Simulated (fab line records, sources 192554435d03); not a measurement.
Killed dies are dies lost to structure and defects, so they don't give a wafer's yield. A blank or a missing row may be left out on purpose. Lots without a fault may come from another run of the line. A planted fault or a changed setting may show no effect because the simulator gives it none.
Chamber matching | flow n5_finfet | N5_FIN_SAQP_MANDREL2_REMOVE_60 on rie_si-04: 4 sister chambers
The step chemistry HBr/Cl2/O2, target a-Si, stops on SiNx, bt time 10 s. 14 wafers are shown with their chamber, then 7 later ones without.

WAFERS WITH THEIR CHAMBER
wafer  | chamber | drypump_motor_current_A (A) | oes_product_au (a.u.)
L074.3 | 0       | 6.4                         | 0.994
L074.4 | 2       | 5.2                         | 0.985
L074.5 | 0       | 6.4                         | 1.005
L084.2 | 3       | 5.8                         | 1.005
L084.3 | 2       | 5.2                         | 0.981
L084.6 | 0       | 6.3                         | 0.989
L085.1 | 3       | 5.7                         | 1.012
L085.3 | 0       | 6.4                         | 0.996
L085.6 | 2       | 5.2                         | 0.984
L087.1 | 0       | 6.4                         | 0.996
L087.4 | 2       | 5.2                         | 0.977
L087.6 | 3       | 5.8                         | 1.008
L091.4 | 1       | 5.9                         | 1.004
L091.5 | 0       | 6.4                         | 0.996

SIGNATURES (means of the wafers above)
reading                 | chamber 0 | chamber 1 | chamber 2 | chamber 3 | scatter within a chamber
drypump_motor_current_A | 6.383     | 5.900     | 5.200     | 5.767     | 0.0387
oes_product_au          | 0.99600   | 1.00400   | 0.98175   | 1.00833   | 0.00444
Rule: a wafer's distance from a chamber is the root of the sum, over the readings, of the square of ((its reading less the chamber's mean) divided by the reading's scatter). The wafer belongs to the nearest chamber; if the next one is less than 2 further off, it can't be placed. The scatter: the root of (the sum of the squares of (reading less its chamber's mean) over the shown wafers, divided by (wafers less chambers)).

WAFERS WITHOUT THEIR CHAMBER
wafer  | drypump_motor_current_A (A) | oes_product_au (a.u.)
L091.6 | 5.9                         | 1.005
L092.2 | 5.9                         | 0.999
L092.3 | 5.8                         | 1.011
L092.5 | 5.2                         | 0.991
L094.1 | 5.2                         | 0.990
L094.3 | 5.9                         | 1.001
L094.5 | 5.8                         | 1.002

WHICH CHAMBER EACH WENT THROUGH
wafer  | from the rows above     | in truth
L091.6 | 1                       | 1
L092.2 | 1                       | 1
L092.3 | can't be placed: 3 or 1 | 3
L092.5 | 2                       | 2
L094.1 | 2                       | 2
L094.3 | 1                       | 1
L094.5 | can't be placed: 3 or 1 | 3
Placed correctly: 5 of 7. Can't be placed from these rows: 2 (the true chamber is among the candidates in 2). Placed wrongly: 0.
